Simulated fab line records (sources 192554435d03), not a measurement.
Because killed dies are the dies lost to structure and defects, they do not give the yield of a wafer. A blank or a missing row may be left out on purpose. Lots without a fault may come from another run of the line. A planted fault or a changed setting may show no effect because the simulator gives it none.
Matching of chambers / flow n5_finfet / N5_BEOL_M4_DESCUM_33 on rie_diel-03 has 4 sister chambers
The step chemistry O2, time 7 s. 4 wafers are shown with their chamber, then 8 later ones without.

## WAFERS WITH THEIR CHAMBER
wafer=L088.1; chamber=2; showerhead_plenum_p_Torr (Torr)=2.21
wafer=L089.5; chamber=0; showerhead_plenum_p_Torr (Torr)=2.01
wafer=L089.6; chamber=1; showerhead_plenum_p_Torr (Torr)=2.14
wafer=L094.1; chamber=3; showerhead_plenum_p_Torr (Torr)=2.19

## WAFERS WITH NO CHAMBER GIVEN
wafer=L094.5; showerhead_plenum_p_Torr (Torr)=2.13
wafer=L094.6; showerhead_plenum_p_Torr (Torr)=2.00
wafer=L096.1; showerhead_plenum_p_Torr (Torr)=2.00
wafer=L096.2; showerhead_plenum_p_Torr (Torr)=2.21
wafer=L096.4; showerhead_plenum_p_Torr (Torr)=2.13
wafer=L097.2; showerhead_plenum_p_Torr (Torr)=2.18
wafer=L097.3; showerhead_plenum_p_Torr (Torr)=2.20
wafer=L097.5; showerhead_plenum_p_Torr (Torr)=2.13

## WHICH CHAMBER EACH WENT THROUGH
wafer=L094.5; from the rows above=1; in truth=1
wafer=L094.6; from the rows above=0; in truth=0
wafer=L096.1; from the rows above=0; in truth=0
wafer=L096.2; from the rows above=2; in truth=2
wafer=L096.4; from the rows above=1; in truth=1
wafer=L097.2; from the rows above=3; in truth=3
wafer=L097.3; from the rows above=can't be placed: 2 or 3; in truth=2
wafer=L097.5; from the rows above=1; in truth=1
7 of 8 placed correctly. Cannot be placed on the basis of these rows: 1; the candidates contain the true chamber in 1. Wrongly placed: 0.
How it was worked out, from the rows above alone: a wafer's distance from a chamber is the root of the sum, over the readings, of the square of ((its reading less the chamber's mean) divided by the reading's scatter). If the next closest chamber is less than 2 further off than the closest, the wafer can't be placed; otherwise it belongs to the closest. Each chamber's mean is taken over the wafers shown for it. The scatter: with one shown wafer a chamber, the root of the mean of the squares of how far each hidden wafer lies from its nearest shown one.
